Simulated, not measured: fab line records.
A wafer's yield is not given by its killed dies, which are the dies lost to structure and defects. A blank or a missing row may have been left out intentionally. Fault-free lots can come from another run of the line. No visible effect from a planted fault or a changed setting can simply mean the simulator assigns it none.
fab line records	flow nand_harc
record: lots: 14	wafers: 42	last_day: 24
route steps=1159 shown P_BONDPAD@374 A_ZERO_WELL@412 A_ONON_D1@442 A_CHANNEL_HOLE_D1@464 END@1159
lots that met no fault: from a run of the same line without faults
start_h: hours from the record's opening day to when the first of the lot's shown wafers began	wait_h: hours elapsed since this lot's preceding step	" unchanged from the row above	L1.1+2: a row that stands for several wafers	- value missing, or start not given	* or withheld: withheld	< > ~ a bound
route shown NAME@n: names a module that has steps shown in the file, with the first one's number in the route	usual: mean/standard deviation of fault-free wafers	same: alike in all rows	chamber/n: place in a boat	sites: per-site readings	_std_site: how widely they spread, as a standard deviation	_edge_site: inner sites' mean taken away from outer sites' mean	radius_mm: how far each site lies from the wafer's centre	mask NAME#n: copy n	behind: the last tool/chamber to shape the wafer	hold: reason for holding the lot/hours on hold/outcome of the hold	device: whichever transistor did not switch (one of n, p or np)	end of line: tests run on the same wafers once the route is complete	a step given without rows: its recipe and nothing more	killed: not the wafer's yield, but the dies lost to structure and defects at the first sort	map: a wafer's dies, marking killed ones x, the rest . and places with no die _
set.NAME: the setting as run; set.NAME@STEP: as run at that earlier step	model.NAME: the simulator's own value behind a step, which no gauge read
a sample of lots followed through the steps of the route, with each step as a table and each wafer as a row
services: from which hour (start_h, from the record's first day; less than 0 if before it) a tool's chamber was out of use, for how many hours, and why
== steps ==
step: NHARC_P_BONDPAD_DEGAS_25
recipe: temp_c: 300	time_s: 60
usual: heater_power_w: 445/35
lot.wafer	tool	chamber	start_h	wait_h	heater_power_w
L834.1	pvd_sputter-03	-	130.07	-	425
L834.3	"	-	"	"	441
L834.5	"	-	"	"	439
L836.3	pvd_sputter-01	-	140.50	-	507
L836.2	"	-	"	"	407
L836.4	"	-	"	"	440
L835.1	pvd_sputter-02	-	140.91	-	539
L835.2	"	-	"	"	495
L835.3	"	-	"	"	446
L837.1	pvd_sputter-03	-	150.82	-	456
L837.5	"	-	"	"	403
L837.6	"	-	"	"	436
L838.4	pvd_sputter-01	-	157.99	-	433
L838.5	"	-	"	"	444
L838.6	"	-	"	"	431
L839.1	pvd_sputter-03	-	158.64	-	452
L839.2	"	-	"	"	420
L839.3	"	-	"	"	430
L841.1	pvd_sputter-03	-	173.45	-	399
L841.4	"	-	"	"	453
L841.3	"	-	"	"	428
L843.3	pvd_sputter-01	-	184.61	-	521
L843.4	"	-	"	"	417
L843.6	"	-	"	"	435
L850.1	pvd_sputter-02	-	225.74	-	454
L850.2	"	-	"	"	524
L850.6	"	-	"	"	451
L852.3	pvd_sputter-03	-	235.43	-	414
L852.2	"	-	"	"	439
L852.4	"	-	"	"	448
L853.2	pvd_sputter-03	-	236.86	-	441
L853.3	"	-	"	"	420
L853.1	"	-	"	"	403
L855.3	pvd_sputter-01	-	256.93	-	427
L855.2	"	-	"	"	513
L855.1	"	-	"	"	425
L857.4	pvd_sputter-03	-	257.79	-	432
L857.3	"	-	"	"	410
L857.6	"	-	"	"	460
L856.2	pvd_sputter-01	-	258.35	-	437
L856.5	"	-	"	"	445
L856.6	"	-	"	"	421
step: NHARC_A_ZERO_WELL_INSPECT_17
usual: raw_defect_count: 10/5.8
lot.wafer	tool	chamber	start_h	wait_h	raw_defect_count
L834.1	defect_inspect-01	-	134.47	0.2	4
L834.3	"	-	"	"	4
L834.5	"	-	"	"	9
L836.2	defect_inspect-02	-	145.13	0.1	6
L836.3	"	-	"	"	13
L836.4	"	-	"	"	10
L835.1	defect_inspect-01	-	145.40	0.2	7
L835.2	"	-	"	"	12
L835.3	"	-	"	"	7
L837.1	defect_inspect-02	-	155.25	0.2	4
L837.5	"	-	"	"	27
L837.6	"	-	"	"	13
L838.4	defect_inspect-02	-	162.60	0.1	3
L838.5	"	-	"	"	7
L838.6	"	-	"	"	10
L839.1	defect_inspect-01	-	163.12	0.2	9
L839.2	"	-	"	"	8
L839.3	"	-	"	"	14
L841.1	defect_inspect-02	-	177.86	0.2	7
L841.3	"	-	"	"	7
L841.4	"	-	"	"	15
L843.3	defect_inspect-01	-	189.02	0.1	7
L843.4	"	-	"	"	10
L843.6	"	-	"	"	21
L850.1	defect_inspect-02	-	230.16	0.2	16
L850.2	"	-	"	"	3
L850.6	"	-	"	"	14
L852.2	defect_inspect-01	-	239.91	0.1	19
L852.3	"	-	"	"	21
L852.4	"	-	"	"	8
L853.1	defect_inspect-02	-	241.16	0.2	3
L853.2	"	-	"	"	7
L853.3	"	-	"	"	5
L855.1	defect_inspect-02	-	261.36	0.2	4
L855.2	"	-	"	"	5
L855.3	"	-	"	"	3
L857.3	defect_inspect-01	-	262.21	0.1	3
L857.4	"	-	"	"	6
L857.6	"	-	"	"	7
L856.2	defect_inspect-01	-	262.78	0.1	1
L856.5	"	-	"	"	7
L856.6	"	-	"	"	2
step: NHARC_A_ONON_D1_DEP_25
recipe: target_thk_a: 10000	n2_flow_sccm: 2750	n2o_flow_sccm: 2000	nh3_flow_sccm: 500	sih4_flow_sccm: 210	temp_c: 400
usual: nh3_flow_sccm: 499.6/1.6
lot.wafer	tool	chamber	start_h	wait_h	nh3_flow_sccm
L834.1	pecvd_onon-01	0	164.76	0.1	497.0
L834.3	"	0	"	"	497.2
L834.5	"	0	"	"	496.9
L835.1	pecvd_onon-02	0	178.20	0.1	497.9
L835.2	"	0	"	"	498.4
L835.3	"	0	"	"	497.3
L836.2	pecvd_onon-01	0	178.26	0.1	499.8
L836.3	"	0	"	"	498.2
L836.4	"	0	"	"	499.1
L837.1	pecvd_onon-02	0	188.47	0.1	499.1
L837.5	"	0	"	"	500.7
L837.6	"	0	"	"	499.2
L839.1	pecvd_onon-01	0	194.18	0.1	500.4
L839.2	"	0	"	"	499.7
L839.3	"	0	"	"	500.5
L838.4	pecvd_onon-02	0	194.36	0.2	499.2
L838.5	"	0	"	"	497.3
L838.6	"	0	"	"	499.1
L841.1	pecvd_onon-03	0	208.68	0.1	497.8
L841.3	"	0	"	"	499.7
L841.4	"	0	"	"	496.4
L843.3	pecvd_onon-02	0	224.43	0.2	502.2
L843.4	"	0	"	"	499.2
L843.6	"	0	"	"	499.8
L850.1	pecvd_onon-02	0	261.81	0.1	497.7
L850.2	"	0	"	"	497.5
L850.6	"	0	"	"	498.5
L853.1	pecvd_onon-03	0	273.20	0.1	500.4
L853.2	"	0	"	"	498.3
L853.3	"	0	"	"	500.2
L852.2	pecvd_onon-02	0	273.24	0.1	500.7
L852.3	"	0	"	"	500.1
L852.4	"	0	"	"	499.2
L855.1	pecvd_onon-01	0	293.49	0.1	501.5
L855.2	"	0	"	"	497.4
L855.3	"	0	"	"	501.7
L857.3	pecvd_onon-03	0	293.73	0.2	499.9
L857.4	"	0	"	"	498.7
L857.6	"	0	"	"	497.2
L856.2	pecvd_onon-01	0	293.90	0.1	497.1
L856.5	"	0	"	"	501.1
L856.6	"	0	"	"	500.2
step: NHARC_A_ONON_D1_THK_MEAS_27
recipe: thk_meas_gauge: ellipsometry
usual: thk_nm: 1002/9.3
lot.wafer	tool	chamber	start_h	wait_h	hold	thk_nm
L834.1	film_metro-02	-	165.27	-	-	998
L834.3	"	-	"	"	-	996
L834.5	"	-	"	"	-	998
L836.2	film_metro-02	-	178.71	-	-	1017
L836.3	"	-	"	"	-	1017
L836.4	"	-	"	"	-	1016
L835.1	film_metro-02	-	178.72	-	-	1006
L835.2	"	-	"	"	-	1002
L835.3	"	-	"	"	-	1004
L837.1	film_metro-01	-	188.98	-	-	1014
L837.5	"	-	"	"	-	1014
L837.6	"	-	"	"	-	1012
L838.4	film_metro-01	-	194.69	-	-	1003
L838.5	"	-	"	"	-	1003
L838.6	"	-	"	"	-	1001
L839.1	film_metro-01	-	194.70	-	-	1013
L839.2	"	-	"	"	-	1012
L839.3	"	-	"	"	-	1011
L841.1	film_metro-01	-	209.20	-	-	992
L841.3	"	-	"	"	-	991
L841.4	"	-	"	"	-	992
L843.3	film_metro-02	-	224.82	-	-	996
L843.4	"	-	"	"	-	995
L843.6	"	-	"	"	-	997
L850.1	film_metro-01	-	262.32	-	await_dispo/0.2h/release	1609
L850.2	"	-	"	"	await_dispo/0.2h/release	1610
L850.6	"	-	"	"	await_dispo/0.2h/release	1610
L850.1	film_metro-01	-	262.49	0.2	-	1607
L850.2	"	-	"	"	-	1609
L850.6	"	-	"	"	-	1609
L852.2	film_metro-02	-	273.70	-	await_dispo/0.2h/release	1626
L852.3	"	-	"	"	await_dispo/0.2h/release	1626
L852.4	"	-	"	"	await_dispo/0.2h/release	1626
L852.2	film_metro-02	-	273.87	0.2	-	1627
L852.3	"	-	"	"	-	1626
L852.4	"	-	"	"	-	1629
L853.1	film_metro-01	-	273.73	-	-	1010
L853.2	"	-	"	"	-	1008
L853.3	"	-	"	"	-	1010
L855.1	film_metro-02	-	294.00	-	-	998
L855.2	"	-	"	"	-	996
L855.3	"	-	"	"	-	998
L857.3	film_metro-01	-	294.13	-	-	988
L857.4	"	-	"	"	-	986
L857.6	"	-	"	"	-	988
L856.2	film_metro-02	-	294.35	-	-	1003
L856.5	"	-	"	"	-	1005
L856.6	"	-	"	"	-	1004
step: NHARC_A_CHANNEL_HOLE_D1_INSPECT_12
usual: raw_defect_count: 5.2/2.7
lot.wafer	tool	chamber	start_h	wait_h	raw_defect_count
L834.1	defect_inspect-02	-	171.08	0.1	4
L834.3	"	-	"	"	7
L834.5	"	-	"	"	5
L836.2	defect_inspect-01	-	183.39	0.0	3
L836.3	"	-	"	"	2
L836.4	"	-	"	"	3
L835.1	defect_inspect-02	-	184.55	0.0	4
L835.2	"	-	"	"	0
L835.3	"	-	"	"	1
L837.1	defect_inspect-02	-	194.42	0.0	6
L837.5	"	-	"	"	6
L837.6	"	-	"	"	3
L838.4	defect_inspect-02	-	198.93	0.0	6
L838.5	"	-	"	"	2
L838.6	"	-	"	"	3
L839.1	defect_inspect-01	-	199.11	0.0	7
L839.2	"	-	"	"	5
L839.3	"	-	"	"	5
L841.1	defect_inspect-02	-	213.26	0.0	5
L841.3	"	-	"	"	2
L841.4	"	-	"	"	7
L843.3	defect_inspect-02	-	230.62	0.0	8
L843.4	"	-	"	"	10
L843.6	"	-	"	"	11
L853.1	defect_inspect-02	-	277.78	0.0	7
L853.2	"	-	"	"	3
L853.3	"	-	"	"	9
L855.1	defect_inspect-01	-	298.12	0.0	5
L855.2	"	-	"	"	1
L855.3	"	-	"	"	1
L857.3	defect_inspect-01	-	298.30	0.0	4
L857.4	"	-	"	"	7
L857.6	"	-	"	"	6
L856.2	defect_inspect-02	-	300.13	0.0	9
L856.5	"	-	"	"	7
L856.6	"	-	"	"	7
step: NHARC_END_SORT_01
recipe: temp_c: 25
usual: defect_limited_yield: 95.5/1.4	killed_at_array: 27/9.8	killed_at_other: 0.6/0.83	killed_at_periphery: 3.5/2.4	killed_dies: 31/9.6	killed_open: 3.1/1.9	killed_short: 2.0/1.5	sort_bin_2_pct: 1.4/0.6	sort_bin_3_pct: 0.26/0.23	sort_bin_4_pct: 2.8/0.89	sort_n_pass: 646/9.6	sort_rim_yield_pct: 96.6/2.5	sort_yield_pct: 95.5/1.4
same: gross_dies: 677	sort_bin_5_pct[%]: 0	sort_bin_6_pct[%]: 0	sort_bin_7_pct[%]: 0	sort_bin_8_pct[%]: 0	sort_rim_n_gross: 106.00
lot.wafer	tool	chamber	start_h	wait_h	defect_limited_yield[%]	killed_at_array	killed_at_other	killed_at_periphery	killed_dies	killed_open	killed_short	sort_bin_2_pct[%]	sort_bin_3_pct[%]	sort_bin_4_pct[%]	sort_n_pass	sort_rim_yield_pct[%]	sort_yield_pct[%]
L857.3	prober-02	0	576.86	3.1	96.0	23	1	3	27	3	2	0.9	0.30	2.8	650	98.1	96.0
L857.4	prober-02	0	577.66	3.4	94.7	34	1	1	36	5	2	2.2	0.30	2.8	641	97.2	94.7
L857.6	prober-02	0	579.27	4.0	96.5	22	1	1	24	3	0	1.0	0	2.5	653	100.0	96.5
killed by level:class
L857.3 A_CHANNEL_HOLE_D1:chamber_film_flake=17 A_CHANNEL_FILL_D1:geometric_particle:short=2 A_WL_FILL:chamber_film_flake=2 P_CONTACT:geometric_particle:open=1 P_M0:geometric_particle:open=1 A_CHANNEL_FILL_D1:geometric_particle:open=1 P_BONDPAD:chamber_film_flake=1 A_STAIRCASE:chamber_film_flake=1
L857.4 A_CHANNEL_HOLE_D1:chamber_film_flake=27 A_CONTACT:geometric_particle:open=4 A_WL_FILL:geometric_particle:open=1 A_WL_FILL:geometric_particle:short=1 P_M0:chamber_film_flake=1 STARTING-WAFER:geometric_particle:short=1 A_WL_FILL:chamber_film_flake=1
L857.6 A_CHANNEL_HOLE_D1:chamber_film_flake=16 A_WL_FILL:geometric_particle:open=2 A_STAIRCASE:chamber_film_flake=2 P_M0:geometric_particle:open=1 A_ZERO_WELL:chamber_film_flake=1 A_CHANNEL_FILL_D1:chamber_film_flake=1 THIN_TSV:chamber_film_flake=1
== services ==
tool	chamber	start_h	hours	kind
pecvd_onon-02	-	111.07	13.0	pm
pvd_sputter-02	-	125.19	1.9	repair
pecvd_onon-03	-	153.28	13.0	pm
pvd_sputter-01	-	175.48	5.0	repair
pvd_sputter-03	-	176.54	1.5	repair
pecvd_onon-01	-	195.00	13.0	pm
pvd_sputter-02	-	199.40	1.1	repair
pvd_sputter-02	-	214.00	10.0	pm
pvd_sputter-02	-	232.15	3.7	repair
pvd_sputter-02	-	250.75	45.5	repair
pvd_sputter-03	-	280.04	10.0	pm
pecvd_onon-02	-	292.14	13.0	pm
== key ==
first_sign: step: NHARC_A_ONON_D1_THK_MEAS_27	reading: visit	direction: added
effect: step: NHARC_A_ONON_D1_THK_MEAS_27	reading: thk_nm	direction: up	sigmas: 67	usual: 1002	struck: 1618
met_at NHARC_A_ONON_D1_DEP_25
struck_lots L850,L852
struck_wafers L850.1,L850.2,L850.6,L852.2,L852.3,L852.4
scrapped_behind NHARC_A_ONON_D1_THK_MEAS_27 L850.1,L850.2,L850.6,L852.2,L852.3,L852.4
not_acting_at NHARC_P_BONDPAD_DEGAS_25,NHARC_A_ZERO_WELL_INSPECT_17,NHARC_A_CHANNEL_HOLE_D1_INSPECT_12
onset_between 224.43 261.81
fault: kind: process_parameter_drift	tool: pecvd_onon-02	chamber: 0	onset_h: 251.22	steps: NHARC_A_ONON_D1_DEP_25	channel: target_thk_a	offset: *	shape: step	end_h: 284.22	acts_in: *	stated: *
